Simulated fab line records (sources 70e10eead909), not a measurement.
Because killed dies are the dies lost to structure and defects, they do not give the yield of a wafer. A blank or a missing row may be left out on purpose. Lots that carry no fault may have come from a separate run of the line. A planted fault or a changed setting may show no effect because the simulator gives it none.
Chamber matching / flow nand harc / NHARC_A_STAIRCASE_DEP_151 on pecvd-03: 3 sister chambers
The step deposits SiO2, target thk 7200 nm. 18 wafers are shown with their chamber, then 9 later ones without.

WAFERS PAIRED WITH THEIR CHAMBERS
wafer=L078.1; chamber=0; heater power outer w (W)=303; heater power w (W)=643
wafer=L078.3; chamber=2; heater power outer w (W)=475; heater power w (W)=799
wafer=L078.6; chamber=2; heater power outer w (W)=355; heater power w (W)=672
wafer=L081.2; chamber=2; heater power outer w (W)=456; heater power w (W)=794
wafer=L081.3; chamber=1; heater power outer w (W)=406; heater power w (W)=696
wafer=L081.4; chamber=1; heater power outer w (W)=362; heater power w (W)=637
wafer=L085.1; chamber=1; heater power outer w (W)=401; heater power w (W)=660
wafer=L085.2; chamber=0; heater power outer w (W)=261; heater power w (W)=583
wafer=L085.3; chamber=2; heater power outer w (W)=381; heater power w (W)=686
wafer=L089.2; chamber=0; heater power outer w (W)=364; heater power w (W)=719
wafer=L089.3; chamber=2; heater power outer w (W)=481; heater power w (W)=814
wafer=L089.4; chamber=0; heater power outer w (W)=258; heater power w (W)=573
wafer=L091.2; chamber=2; heater power outer w (W)=436; heater power w (W)=764
wafer=L091.4; chamber=2; heater power outer w (W)=390; heater power w (W)=670
wafer=L091.5; chamber=0; heater power outer w (W)=258; heater power w (W)=571
wafer=L092.4; chamber=1; heater power outer w (W)=367; heater power w (W)=636
wafer=L092.5; chamber=0; heater power outer w (W)=256; heater power w (W)=559
wafer=L092.6; chamber=2; heater power outer w (W)=371; heater power w (W)=668

SIGNATURES (means of the wafers above)
reading=heater power outer w; chamber 0=283.33; chamber 1=384.00; chamber 2=418.12; scatter within a chamber=43.4
reading=heater power w; chamber 0=608.00; chamber 1=657.25; chamber 2=733.38; scatter within a chamber=58.5
Rule: a wafer lies at a distance from a chamber equal to the root of the sum of squares, over the readings, of (its reading less the chamber's mean, divided by the reading's scatter). The wafer belongs to the nearest chamber; if the next one is less than 2 further off, it can't be placed. The scatter: take each reading less its chamber's mean, square it, sum over the shown wafers, divide by the number of wafers less the number of chambers, and take the root.

WAFERS MISSING THEIR CHAMBER
wafer=L094.2; heater power outer w (W)=371; heater power w (W)=733
wafer=L094.4; heater power outer w (W)=374; heater power w (W)=669
wafer=L094.5; heater power outer w (W)=263; heater power w (W)=584
wafer=L093.2; heater power outer w (W)=331; heater power w (W)=667
wafer=L093.4; heater power outer w (W)=369; heater power w (W)=618
wafer=L093.6; heater power outer w (W)=382; heater power w (W)=687
wafer=L095.1; heater power outer w (W)=370; heater power w (W)=693
wafer=L095.2; heater power outer w (W)=437; heater power w (W)=706
wafer=L095.5; heater power outer w (W)=263; heater power w (W)=584

WHICH CHAMBER EACH ONE RAN IN
wafer=L094.2; from the rows above=can't be placed: 2 or 1 or 0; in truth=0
wafer=L094.4; from the rows above=can't be placed: 1 or 2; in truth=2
wafer=L094.5; from the rows above=0; in truth=0
wafer=L093.2; from the rows above=can't be placed: 1 or 0 or 2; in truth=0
wafer=L093.4; from the rows above=can't be placed: 1 or 0 or 2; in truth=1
wafer=L093.6; from the rows above=can't be placed: 1 or 2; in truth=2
wafer=L095.1; from the rows above=can't be placed: 1 or 2 or 0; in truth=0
wafer=L095.2; from the rows above=can't be placed: 2 or 1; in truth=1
wafer=L095.5; from the rows above=0; in truth=0
Correctly placed: 2 of 9. These rows do not allow placing 7 (true chamber among the candidates in 7). Number placed wrongly: 0.
